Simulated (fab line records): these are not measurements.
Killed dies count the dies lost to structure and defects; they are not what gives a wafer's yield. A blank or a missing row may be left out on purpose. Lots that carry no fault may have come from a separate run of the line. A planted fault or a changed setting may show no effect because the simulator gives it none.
fab line records ; flow n5_finfet
[record] lots = 12; wafers = 28; last_day = 16
route steps=1938 shown BEOL_M1@775 BEOL_M4@1111
lots that met no fault: taken from a fault-free run of the same line
start_h: the number of hours between the record's first day and the start of the first shown wafer of the lot ; wait_h: how many hours have passed since the lot's step before this one ; " same as the row above ; L1.1+2: several wafers, shown together as one row ; - no value, or no start given ; * or withheld: withheld ; < > ~ a bound
route shown NAME@n: NAME is a module with steps in the file, n the number in the route of the first one ; usual: the fault-free wafers' mean and standard deviation ; same: alike in all rows ; chamber/n: place in a boat ; sites: per-site readings ; _std_site: the standard deviation of these ; _edge_site: outer sites' mean less inner sites' ; radius_mm: for every site, how far away it sits from the centre of the wafer ; mask NAME#n: copy n ; behind: the tool/chamber that last shaped the wafer ; hold: cause of the lot's hold/its duration in hours/its outcome ; device: the n, p or np transistor that did not switch ; end of line: tests run on the same wafers once the route is complete ; step lacking rows: just its recipe ; killed: dies lost to structure and defects at the first sort, not the wafer's yield ; map: shows each die of a wafer: x if killed, . if not, _ if none is there
set.NAME: the run value of the setting; set.NAME@STEP: its run value at that earlier step ; model.NAME: the simulator's own value behind a step, which no gauge read
steps of the route over a sample of lots; a table a step, a row a wafer
services: a tool's chamber out of use, with start hour (start_h, from the record's first day; less than 0 if before it), hours out, and reason
[[steps]]
[step N5_BEOL_M1_STRIP_19]
[recipe] chemistry = O2; power_w = 400; temp_c = 40; pressure_mtorr = 30; rf_frequency_hz = 6e+07; bias_power_w = 0; overash_fraction = 0.2; o2_flow_sccm = 225
[usual] drypump_motor_current_A = 5.62/0.29; oes_product_au = 0.77/0.097; rf_vpp_V = 3.6/0.54; showerhead_plenum_p_Torr = 2.11/0.051; throttle_valve_pct = 16.78/0.28
lot.wafer;tool;chamber;start_h;wait_h;drypump_motor_current_A;oes_product_au;rf_hours_counter_h;rf_vpp_V;showerhead_plenum_p_Torr;throttle_valve_pct
L976.4;rie_diel-02;0;130.77;0.1;5.85;0.91;24;2.5;2.16;16.59
L976.6;rie_diel-02;2;130.77;0.1;5.66;0.71;-;2.5;2.12;16.52
L977.2;rie_diel-06;0;139.76;0.1;5.34;0.76;147;3.2;2.22;16.71
L977.5;rie_diel-06;1;139.76;0.1;5.95;0.71;-;3.7;2.18;17.00
L980.2;rie_diel-01;3;153.35;0.1;5.21;0.68;217;4.3;2.08;16.98
L980.3;rie_diel-01;0;153.35;0.1;5.28;0.90;28;3.3;2.14;16.85
L980.6;rie_diel-01;3;153.35;0.1;5.20;0.68;-;3.2;2.08;16.98
L981.2;rie_diel-06;3;159.24;0.1;4.90;0.70;215;3.7;1.99;17.19
L981.3;rie_diel-06;0;159.24;0.1;5.34;0.76;153;4.1;2.21;16.71
L981.6;rie_diel-06;1;159.24;0.1;5.96;0.71;-;3.6;2.18;17.01
L983.1;rie_diel-02;1;173.92;0.2;5.88;0.71;211;3.9;2.11;16.74
L983.3;rie_diel-02;3;173.92;0.2;5.71;0.71;228;4.0;2.07;17.02
L983.4;rie_diel-02;2;173.92;0.2;5.63;0.71;244;3.2;2.12;16.55
L985.3;rie_diel-01;3;192.77;0.1;5.21;0.68;228;3.2;2.08;17.00
L985.6;rie_diel-01;3;192.77;0.1;5.23;0.68;-;4.1;2.08;16.99
L988.3;rie_diel-02;1;208.54;0.1;5.89;0.70;219;4.4;2.10;16.73
L988.6;rie_diel-02;1;208.54;0.1;5.88;0.70;-;3.0;2.10;16.74
L987.2;rie_diel-02;2;217.65;0.1;5.64;1.02;1;3.3;2.11;16.10
L987.4;rie_diel-02;1;217.65;0.1;5.90;0.71;222;3.8;2.10;16.72
L990.3;rie_diel-01;1;229.80;0.1;5.52;0.73;174;3.6;2.16;16.72
L990.4;rie_diel-01;0;229.80;0.1;5.28;0.87;51;4.0;2.13;16.90
L990.6;rie_diel-01;0;229.80;0.1;5.26;0.86;-;3.6;2.13;16.89
L991.4;rie_diel-02;3;230.59;0.1;5.79;0.70;247;3.2;2.06;17.07
L991.5;rie_diel-02;2;230.59;0.1;5.65;0.98;-;3.1;2.11;16.11
L993.4;rie_diel-06;3;237.59;0.1;4.91;0.68;237;3.0;1.98;17.25
L993.6;rie_diel-06;3;237.59;0.1;4.90;0.68;-;3.2;1.98;17.25
L994.3;rie_diel-01;1;239.93;0.1;5.53;0.73;177;3.1;2.16;16.74
L994.4;rie_diel-01;3;239.93;0.1;5.20;0.67;245;4.2;2.07;17.02
[step N5_BEOL_M1_CD_MEAS_18]
[recipe] pitch_nm = 36; target_cd_nm = 18
[usual] cd_nm = 18.0/0.39
lot.wafer;tool;chamber;start_h;wait_h;cd_nm
L976.4;cd_sem-01;-;130.84;0.1;17.7
L976.6;cd_sem-01;-;130.84;0.1;17.9
L977.2;cd_sem-03;-;139.83;0.1;18.0
L977.5;cd_sem-03;-;139.83;0.1;18.0
L980.2;cd_sem-03;-;153.43;0.1;18.2
L980.3;cd_sem-03;-;153.43;0.1;17.9
L980.6;cd_sem-03;-;153.43;0.1;18.1
L981.2;cd_sem-03;-;159.32;0.1;17.6
L981.3;cd_sem-03;-;159.32;0.1;18.0
L981.6;cd_sem-03;-;159.32;0.1;17.5
L983.1;cd_sem-02;-;174.00;0.1;18.2
L983.3;cd_sem-02;-;174.00;0.1;17.7
L983.4;cd_sem-02;-;174.00;0.1;18.2
L985.3;cd_sem-03;-;192.84;0.1;17.6
L985.6;cd_sem-03;-;192.84;0.1;17.7
L988.3;cd_sem-01;-;208.62;0.1;17.7
L988.6;cd_sem-01;-;208.62;0.1;17.6
L987.2;cd_sem-01;-;217.72;0.1;18.1
L987.4;cd_sem-01;-;217.72;0.1;18.3
L990.3;cd_sem-03;-;229.87;0.1;18.3
L990.4;cd_sem-03;-;229.87;0.1;17.4
L990.6;cd_sem-03;-;229.87;0.1;17.9
L991.4;cd_sem-03;-;230.67;0.1;17.8
L991.5;cd_sem-03;-;230.67;0.1;17.7
L993.4;cd_sem-03;-;237.67;0.1;17.4
L993.6;cd_sem-03;-;237.67;0.1;17.6
L994.3;cd_sem-03;-;240.00;0.1;18.0
L994.4;cd_sem-03;-;240.00;0.1;18.8
[step N5_BEOL_M1_ALD_98]
[recipe] material = SiO2; target_thk_a = 25; temp_c = 100; ald_precursor_family = BDEAS; ald_co_reactant = O2-plasma; pulse_time_s = 1; co_reactant_pulse_time_s = 1; purge_time_s = 2; co_reactant_purge_time_s = 2; ald_cycles = 17; pressure_torr = 2
[usual] heater_power_w = 78/8; precursor_pulse_height_rel = 0.999/0.021
lot.wafer;tool;chamber;start_h;wait_h;heater_power_w;precursor_pulse_height_rel
L976.4;ald_sin-01;3;132.10;0.6;78;1.009
L976.6;ald_sin-01;1;132.10;0.6;81;1.026
L977.2;ald_sin-01;0;140.53;0.1;67;1.012
L977.5;ald_sin-01;3;140.53;0.1;76;1.007
L980.2;ald_sin-02;0;154.14;0.1;85;0.996
L980.3;ald_sin-02;1;154.14;0.1;72;0.990
L980.6;ald_sin-02;1;154.14;0.1;71;1.020
L981.2;ald_sin-02;1;159.89;0.1;72;1.027
L981.3;ald_sin-02;3;159.89;0.1;80;0.977
L981.6;ald_sin-02;3;159.89;0.1;80;0.954
L983.1;ald_sin-01;3;174.88;0.4;77;1.019
L983.3;ald_sin-01;2;174.88;0.4;82;1.022
L983.4;ald_sin-01;0;174.88;0.4;68;1.019
L985.3;ald_sin-01;3;193.54;0.1;78;0.983
L985.6;ald_sin-01;2;193.54;0.1;83;0.996
L988.3;ald_sin-02;1;209.52;0.2;71;0.966
L988.6;ald_sin-02;2;209.52;0.2;97;0.983
L987.2;ald_sin-01;2;218.51;0.1;84;0.975
L987.4;ald_sin-01;1;218.51;0.1;83;0.990
L990.3;ald_sin-04;3;230.60;0.1;80;1.010
L990.4;ald_sin-04;2;230.60;0.1;80;1.022
L990.6;ald_sin-04;2;230.60;0.1;80;0.988
L991.4;ald_sin-02;0;232.01;0.8;81;0.992
L991.5;ald_sin-02;2;232.01;0.8;94;0.980
L993.4;ald_sin-02;3;238.36;0.2;80;0.985
L993.6;ald_sin-02;3;238.36;0.2;80;0.976
L994.3;ald_sin-04;1;240.57;0.1;66;0.996
L994.4;ald_sin-04;2;240.57;0.1;81;1.005
[step N5_BEOL_M1_ETCH_41]
[recipe] chemistry = CH3F/O2; target = SiCN; target_depth_a = 319; taper_deg = 2; time_s = 57.8; ion_energy_ev = 120; mask_material = TiN; pressure_mtorr = 30; source_w = 395; bias_w = 75; Ar_flow_sccm = 150; CH3F_flow_sccm = 30; O2_flow_sccm = 20
[usual] drypump_motor_current_A = 5.5/0.35; oes_product_au = 0.76/0.087; rf_vpp_V = 297.6/1.3; showerhead_plenum_p_Torr = 2.01/0.05; throttle_valve_pct = 16.46/0.28
lot.wafer;tool;chamber;start_h;wait_h;drypump_motor_current_A;oes_product_au;rf_hours_counter_h;rf_vpp_V;showerhead_plenum_p_Torr;throttle_valve_pct
L976.4;rie_diel-01;1;132.49;-;5.5;0.75;144;299.1;2.07;16.36
L976.6;rie_diel-01;0;132.49;-;5.3;0.91;-;298.2;2.04;16.46
L977.2;rie_diel-06;1;141.01;-;6.0;0.72;204;300.4;2.06;16.55
L977.5;rie_diel-06;1;141.01;-;6.0;0.71;-;298.8;2.06;16.55
L980.2;rie_diel-01;2;157.72;-;5.9;0.72;205;295.6;2.00;16.83
L980.3;rie_diel-01;0;157.72;-;5.3;0.89;28;297.7;2.04;16.47
L980.6;rie_diel-01;3;157.72;-;5.2;0.69;-;297.0;1.95;16.46
L981.2;rie_diel-02;3;162.44;-;5.7;0.71;225;297.2;1.96;16.59
L981.3;rie_diel-02;2;162.44;-;5.7;0.70;242;298.5;2.03;16.25
L981.6;rie_diel-02;3;162.44;-;5.8;0.71;-;298.6;1.97;16.60
L983.1;rie_diel-02;1;178.29;-;5.9;0.71;212;296.4;2.01;16.36
L983.3;rie_diel-02;2;178.29;-;5.7;0.69;245;299.5;2.03;16.28
L983.4;rie_diel-02;3;178.29;-;5.8;0.70;229;297.2;1.96;16.63
L985.3;rie_diel-06;0;196.67;-;5.3;0.76;163;297.9;2.09;16.30
L985.6;rie_diel-06;2;196.67;-;5.0;0.87;-;297.7;2.02;16.18
L988.3;rie_diel-02;1;211.16;-;5.9;0.71;220;297.3;2.00;16.37
L988.6;rie_diel-02;1;211.16;-;5.9;0.71;-;296.3;2.00;16.37
L987.2;rie_diel-06;1;218.89;-;5.9;0.70;225;298.4;2.06;16.58
L987.4;rie_diel-06;0;218.89;-;5.3;0.75;169;298.4;2.09;16.30
L990.3;rie_diel-06;3;230.99;-;4.9;0.69;235;295.2;1.92;17.04
L990.4;rie_diel-06;1;230.99;-;5.9;0.71;229;298.3;2.06;16.59
L990.6;rie_diel-06;3;230.99;-;4.9;0.69;-;295.5;1.92;17.03
L991.4;rie_diel-02;2;233.92;-;5.6;0.95;7;299.2;2.03;15.85
L991.5;rie_diel-02;3;233.92;-;5.8;0.68;-;296.9;1.96;16.65
L993.4;rie_diel-06;2;238.92;-;5.0;1.09;78;296.8;2.02;16.20
L993.6;rie_diel-06;2;238.92;-;5.0;0.85;-;296.6;2.02;16.20
L994.3;rie_diel-06;1;241.89;-;6.0;0.69;233;297.7;2.05;16.60
L994.4;rie_diel-06;2;241.89;-;5.0;1.09;79;298.9;2.02;16.22
[step N5_BEOL_M4_RC_MEAS_101]
[usual] DIBL_N = 36.0/2; DIBL_P = 35.9/2.5; IOFF_N = 0.16/0.038; IOFF_P = 0.21/0.04; ION_N = 675/14; ION_P = 462/9.4; SS_N = 71.5/0.75; SS_P = 73.2/0.74; VT_N = 250/3.9; VT_P = -251/3.2
lot.wafer;tool;chamber;start_h;wait_h;DIBL_N[mV/V];DIBL_P[mV/V];IOFF_N[nA/um];IOFF_P[nA/um];ION_N[uA/um];ION_P[uA/um];SS_N[mV/dec];SS_P[mV/dec];VT_N[mV];VT_P[mV]
L976.4;prober-01;0;164.16;0.5;35.2;35.1;0.17;0.22;691;472;70.9;73.1;244;-245
L976.6;prober-01;0;164.16;0.5;36.8;35.2;0.21;0.22;694;466;71.7;73.5;242;-246
L977.2;prober-01;0;178.60;0.2;40.0;37.8;0.23;0.28;690;468;72.1;74.2;242;-246
L977.5;prober-01;0;178.60;0.2;32.6;30.3;0.12;0.18;679;474;69.8;72.2;249;-251
L980.2;prober-02;0;192.72;0.2;36.9;37.7;0.20;0.25;705;478;71.5;73.2;244;-246
L980.3;prober-02;0;192.72;0.2;37.0;39.5;0.18;0.28;681;474;71.4;74.4;249;-249
L980.6;prober-02;0;192.72;0.2;37.0;38.4;0.18;0.26;692;479;71.2;73.7;247;-248
L981.2;prober-02;0;200.00;0.2;32.5;32.2;0.11;0.16;679;473;69.6;71.7;256;-251
L981.3;prober-02;0;200.00;0.2;35.9;35.1;0.15;0.19;676;460;70.2;73.4;251;-251
L981.6;prober-02;0;200.00;0.2;35.7;35.0;0.15;0.18;675;464;70.1;72.7;251;-249
L983.1;prober-02;0;212.35;0.0;35.6;34.3;0.16;0.23;701;483;71.3;72.8;243;-245
L983.3;prober-02;0;212.35;0.0;34.8;33.3;0.13;0.22;683;475;69.7;72.4;248;-248
L983.4;prober-02;0;212.35;0.0;35.3;34.1;0.14;0.23;686;472;70.6;72.8;248;-247
L985.3;prober-02;0;229.54;0.3;35.7;36.2;0.15;0.21;659;460;71.7;73.8;252;-251
L985.6;prober-02;0;229.54;0.3;36.6;37.1;0.18;0.20;673;457;71.1;72.8;246;-251
L988.3;prober-01;0;243.21;0.3;37.8;37.0;0.22;0.23;678;454;72.3;73.3;245;-250
L988.6;prober-01;0;243.21;0.3;35.9;37.3;0.17;0.24;665;459;71.3;73.5;249;-245
L987.2;prober-01;0;249.63;0.2;33.6;33.9;0.11;0.16;669;461;71.3;72.5;254;-254
L987.4;prober-01;0;249.63;0.2;37.2;37.7;0.18;0.20;682;460;71.8;73.6;248;-254
L990.3;prober-01;0;268.25;0.3;38.6;39.3;0.22;0.24;685;466;72.4;73.3;248;-251
L990.4;prober-01;0;268.25;0.3;38.6;39.2;0.21;0.26;683;472;72.2;73.0;248;-248
L990.6;prober-01;0;268.25;0.3;35.6;36.2;0.17;0.20;696;474;71.3;72.3;248;-249
L991.4;prober-01;0;272.49;0.5;34.9;34.7;0.13;0.18;658;448;72.0;73.1;254;-253
L991.5;prober-01;0;272.49;0.5;39.8;40.8;0.25;0.29;683;465;72.4;74.8;242;-246
L993.4;prober-02;0;273.22;0.5;41.3;42.8;0.28;0.35;705;482;72.3;74.6;240;-243
L993.6;prober-02;0;273.22;0.5;34.4;34.7;0.13;0.19;673;464;70.6;72.5;252;-252
L994.3;prober-01;0;273.98;0.3;33.9;30.5;0.13;0.16;653;444;70.8;72.2;252;-256
L994.4;prober-01;0;273.98;0.3;39.8;39.0;0.27;0.30;696;469;72.6;73.9;241;-244
[[services]]
tool;chamber;start_h;hours;kind
rie_diel-01;0;114.37;7.6;repair
rie_diel-06;1;127.09;2.5;repair
rie_diel-06;2;139.56;7.7;repair
rie_diel-01;3;142.69;2.2;repair
ald_sin-01;3;158.58;5.2;repair
ald_sin-04;-;176.75;14.0;pm
ald_sin-04;0;176.75;14.0;vent_cycle
ald_sin-04;1;176.75;14.0;vent_cycle
ald_sin-04;2;176.75;14.0;vent_cycle
ald_sin-04;3;176.75;14.0;vent_cycle
rie_diel-02;1;178.83;7.1;repair
ald_sin-04;-;195.90;14.6;pm
rie_diel-02;2;196.07;-;clean
rie_diel-02;2;196.07;-;consumable_replace:focus_ring
rie_diel-02;2;196.07;16.8;scheduled_down
rie_diel-02;2;196.07;16.8;vent_cycle
ald_sin-01;-;199.15;6.0;pm
ald_sin-01;3;211.06;9.5;repair
rie_diel-01;2;220.13;3.2;repair
rie_diel-02;3;236.85;-;clean
rie_diel-02;3;236.85;-;consumable_replace:focus_ring
rie_diel-02;3;236.85;19.3;scheduled_down
rie_diel-02;3;236.85;19.3;vent_cycle
ald_sin-01;3;239.15;3.4;repair
[[key]]
[first_sign] step = N5_BEOL_M1_ETCH_41; reading = oes_product_au; direction = up; sigmas = 3.8; usual = 0.76; struck = 1.09
effect none on later readings
met_at N5_BEOL_M1_ETCH_41
struck_lots L993,L994
struck_wafers L993.4,L994.4
not_acting_at N5_BEOL_M1_STRIP_19,N5_BEOL_M1_CD_MEAS_18,N5_BEOL_M1_ALD_98
onset_between 230.99 238.92
[fault] kind = process_parameter_drift; tool = rie_diel-06; chamber = -; onset_h = 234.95; steps = N5_BEOL_M1_ETCH_41; channel = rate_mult; offset = 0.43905; shape = step; end_h = 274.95; scope = struck_wafers_only
